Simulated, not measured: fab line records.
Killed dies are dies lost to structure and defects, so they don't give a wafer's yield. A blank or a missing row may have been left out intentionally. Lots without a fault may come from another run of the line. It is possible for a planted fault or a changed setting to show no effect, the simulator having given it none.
Which of the tools did it?    flow n5-finfet    Sampling: 12 lots, 35 wafers, 4 of 1938 route steps

== WHAT THE GAUGES READ, wafer by wafer ==
The record holds no reading of a measuring or inspecting step that can be judged against a usual standard deviation.

== EACH LOT AND THE TOOL THAT RAN IT (in order: tool; ch and the chambers of the sampled wafers; start) ==
lot   N5_HKMG_FIN_ALD_79                  N5_HKMG_FIN_CVD_62                       N5_HKMG_FIN_COAT_30               N5_HKMG_FIN_ETCH_32
L701  ald-metal-02 ch 0,3, day 3 23:40    thermal-cvd-si-01 ch 0,1,2, day 4 00:02  litho-track-03 ch 0, day 4 01:13  rie-diel-06 ch 2,3, day 4 01:46
L702  ald-metal-03 ch 1,2,3, day 4 09:18  thermal-cvd-si-02 ch 0,2, day 4 09:40    litho-track-03 ch 0, day 4 10:52  rie-diel-06 ch 1,2,3, day 4 11:25
L705  ald-metal-03 ch 0,1,3, day 5 00:40  thermal-cvd-si-02 ch 1,2, day 5 01:01    litho-track-01 ch 0, day 5 02:13  rie-diel-05 ch 0,2,3, day 5 02:46
L706  ald-metal-04 ch 0,2, day 5 08:26    thermal-cvd-si-02 ch 1,2, day 5 08:48    litho-track-02 ch 0, day 5 09:59  rie-diel-02 ch 1,3, day 5 10:25
L708  ald-metal-04 ch 1,2,3, day 5 21:04  thermal-cvd-si-02 ch 0,1, day 5 21:26    litho-track-03 ch 0, day 5 22:40  rie-diel-06 ch 0,2,3, day 5 23:16
L711  ald-metal-02 ch 0,3, day 6 11:43    thermal-cvd-si-01 ch 0,2, day 6 12:04    litho-track-03 ch 0, day 6 13:20  rie-diel-05 ch 0,1, day 6 13:52
L713  ald-metal-02 ch 1,2, day 7 03:41    thermal-cvd-si-01 ch 0,2, day 7 04:02    litho-track-03 ch 0, day 7 05:14  rie-diel-05 ch 2,3, day 7 05:46
L715  ald-metal-03 ch 2,3, day 7 14:51    thermal-cvd-si-01 ch 0,1, day 7 15:13    litho-track-02 ch 0, day 7 16:30  rie-diel-05 ch 0,3, day 7 17:02
L716  ald-metal-03 ch 0,2, day 7 16:46    thermal-cvd-si-01 ch 1,2, day 7 17:08    litho-track-03 ch 0, day 7 18:26  rie-diel-06 ch 1,2, day 7 18:58
L719  ald-metal-03 ch 0,3, day 8 11:48    thermal-cvd-si-02 ch 0,1,2, day 8 12:10  litho-track-02 ch 0, day 8 13:32  rie-diel-02 ch 1,2,3, day 8 14:04
L721  ald-metal-03 ch 0,2, day 8 22:25    thermal-cvd-si-02 ch 0,1,2, day 8 22:47  litho-track-01 ch 0, day 9 00:01  rie-diel-06 ch 1,2,3, day 9 00:40
L722  ald-metal-02 ch 1,3, day 9 05:15    thermal-cvd-si-01 ch 0,1, day 9 05:37    litho-track-02 ch 0, day 9 06:49  rie-diel-02 ch 0,1,2, day 9 07:21
- N5_HKMG_FIN_ALD_79: deposits TiN, target thk 1.5 nm, pulse time 1 s, purge time 3 s.
- N5_HKMG_FIN_CVD_62: deposits a-Si from Si2H6, target thk 3 nm, time 20.8 s.
- N5_HKMG_FIN_COAT_30: time 60 s, resist thk 35 nm.
- N5_HKMG_FIN_ETCH_32: etches SOC in N2/H2, target depth 240 nm, time 300 s.

== WHAT THE TOOLS THEMSELVES READ (means of the sampled wafers that have a number; where no wafer has one, the mark that the record gives instead) ==
N5_HKMG_FIN_ALD_79.
lot   tool          heater-power-w (W)  precursor-pulse-height-rel
L701  ald-metal-02  879                 1.001
L702  ald-metal-03  884                 0.994
L705  ald-metal-03  956                 0.991
L706  ald-metal-04  900                 0.998
L708  ald-metal-04  795                 0.976
L711  ald-metal-02  828                 1.000
L713  ald-metal-02  784                 0.998
L715  ald-metal-03  903                 1.024
L716  ald-metal-03  970                 1.018
L719  ald-metal-03  1023                1.001
L721  ald-metal-03  1001                1.017
L722  ald-metal-02  821                 0.993

N5_HKMG_FIN_CVD_62.
lot   tool               heater-power-w (W)
L701  thermal-cvd-si-01  1397
L702  thermal-cvd-si-02  1307
L705  thermal-cvd-si-02  1320
L706  thermal-cvd-si-02  1351
L708  thermal-cvd-si-02  1324
L711  thermal-cvd-si-01  1425
L713  thermal-cvd-si-01  1478
L715  thermal-cvd-si-01  1433
L716  thermal-cvd-si-01  1371
L719  thermal-cvd-si-02  1313
L721  thermal-cvd-si-02  1331
L722  thermal-cvd-si-01  1419

N5_HKMG_FIN_COAT_30.
lot   tool            chill-plate-temp-C (C)  dispense-pressure-kPa (kPa)  spin-speed-rpm (rpm)
L701  litho-track-03  22.93                   48.2                         1500.7
L702  litho-track-03  22.93                   48.3                         1500.1
L705  litho-track-01  23.05                   44.7                         1499.6
L706  litho-track-02  22.95                   51.2                         1500.9
L708  litho-track-03  23.00                   48.3                         1499.4
L711  litho-track-03  22.90                   48.3                         1500.0
L713  litho-track-03  23.05                   48.3                         1400.3
L715  litho-track-02  22.99                   51.2                         1500.0
L716  litho-track-03  23.11                   48.2                         1399.5
L719  litho-track-02  23.07                   51.3                         1498.8
L721  litho-track-01  23.09                   44.7                         1500.9
L722  litho-track-02  23.13                   51.2                         1499.1

N5_HKMG_FIN_ETCH_32.
lot   tool         drypump-motor-current-A (A)  oes-product-au (a.u.)  rf-vpp-V (V)  showerhead-plenum-p-Torr (Torr)  throttle-valve-pct (%)
L701  rie-diel-06  6.1                          0.75                   522.8         2.52                             17.78
L702  rie-diel-06  6.0                          0.80                   524.8         2.56                             17.74
L705  rie-diel-05  5.7                          0.79                   524.3         2.56                             17.85
L706  rie-diel-02  5.9                          0.68                   521.2         2.42                             17.88
L708  rie-diel-06  6.0                          0.79                   523.9         2.54                             17.79
L711  rie-diel-05  5.7                          0.74                   524.7         2.54                             18.02
L713  rie-diel-05  5.4                          0.76                   523.9         2.55                             17.84
L715  rie-diel-05  5.9                          0.78                   524.3         2.56                             17.92
L716  rie-diel-06  6.0                          0.79                   524.2         2.56                             17.79
L719  rie-diel-02  5.7                          0.82                   525.7         2.59                             17.70
L721  rie-diel-06  5.9                          0.76                   523.8         2.54                             17.79
L722  rie-diel-02  5.3                          0.73                   524.2         2.56                             17.94

== THE ANSWER, worked out from the rows above alone ==
Rule: what is usual is taken from the lots themselves. Put in order of their means at a reading, lots are off if they are a third of the lots or fewer, leave a main group of 4 or more, and stand apart from it by a gap of 3 or more times the standard deviation of the main group's means; of several such gaps the widest counts. The tables above print the reading to a certain number of digits; a main group whose means all agree to those digits is not used. Also off: a lot with no number at a reading for which 4 or more lots have one. Where the step has rows for the other lots, those lots are counted as sound. First the gauges in route order, then the tools' own readings, where a lot's mean is used as printed above. The first step at which some lot is off is used, and at that step the reading that is off furthest; a lot without a number counts as furthest.
Off: L713, L716 (N5_HKMG_FIN_COAT_30, spin-speed-rpm). The main group has a mean of 1500.0 rpm with a standard deviation of 0.7.
A tool fits if, at that step or a process step before it, it ran every lot that is off, and no sound lot after the first of them. One fits: litho-track-03 at N5_HKMG_FIN_COAT_30. A fault onset in the window from L711 (day 6 13:20, its last sound lot) to L713 (day 7 05:14, its first lot off) fits.
The tool's own readings at N5_HKMG_FIN_COAT_30 bear it out: on the lots that are off they differ by more than 5 times the standard deviation of the sound lots' means. spin-speed-rpm reads 1399.9 rpm there against 1500.0 rpm on the sound lots.

== WHAT HAD BEEN PUT IN BY THE SIMULATOR ==
Drift in process parameters on litho-track-03 at N5_HKMG_FIN_COAT_30, starting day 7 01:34. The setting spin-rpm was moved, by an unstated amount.
Shown lots that were struck: L713, L716. The rule above found the same.
